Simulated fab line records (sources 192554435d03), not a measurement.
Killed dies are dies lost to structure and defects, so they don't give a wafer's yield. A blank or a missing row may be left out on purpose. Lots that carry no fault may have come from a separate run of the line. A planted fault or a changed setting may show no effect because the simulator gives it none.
Matching of chambers	flow n5_finfet	N5_BEOL_M3_ILD_DEP_00 on pecvd-01 has 3 sister chambers
The step deposits SiOC from DEMS/O2, target thk 79 nm, time 15.3 s. 6 wafers are shown with their chamber, then 7 later ones without.

== EACH WAFER AND ITS CHAMBER ==
wafer	chamber	throttle_valve_pct (%)	showerhead_plenum_p_Torr (Torr)
L188.5	2	11.5	5.674
L190.1	1	12.4	5.696
L190.3	0	12.7	5.694
L190.6	1	12.7	5.699
L189.2	0	12.4	5.699
L189.3	2	11.2	5.677

== WAFERS WITH NO CHAMBER GIVEN ==
wafer	throttle_valve_pct (%)	showerhead_plenum_p_Torr (Torr)
L189.6	12.4	5.696
L192.1	12.9	5.681
L192.4	12.9	5.695
L192.6	12.8	5.686
L194.2	11.6	5.677
L194.3	12.7	5.694
L194.4	13.0	5.704

== THE CHAMBER EACH PASSED THROUGH ==
wafer	from the rows above	in truth
L189.6	can't be placed: 0 or 1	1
L192.1	can't be placed: 0 or 1 or 2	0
L192.4	can't be placed: 0 or 1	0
L192.6	can't be placed: 0 or 1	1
L194.2	2	2
L194.3	can't be placed: 0 or 1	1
L194.4	can't be placed: 1 or 0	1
Correct placement for 1 of the 7. Can't be placed from these rows: 6 (the true chamber is among the candidates in 6). 0 placed wrongly.
How it was worked out, from the rows above alone: a wafer's distance from a chamber is the root of the sum, over the readings, of the square of ((its reading less the chamber's mean) divided by the reading's scatter). If the next closest chamber is less than 2 further off than the closest, the wafer can't be placed; otherwise it belongs to the closest. For every chamber, the mean is computed from those of its wafers that are shown. The scatter: take each reading less its chamber's mean, square it, sum over the shown wafers, divide by the number of wafers less the number of chambers, and take the root.
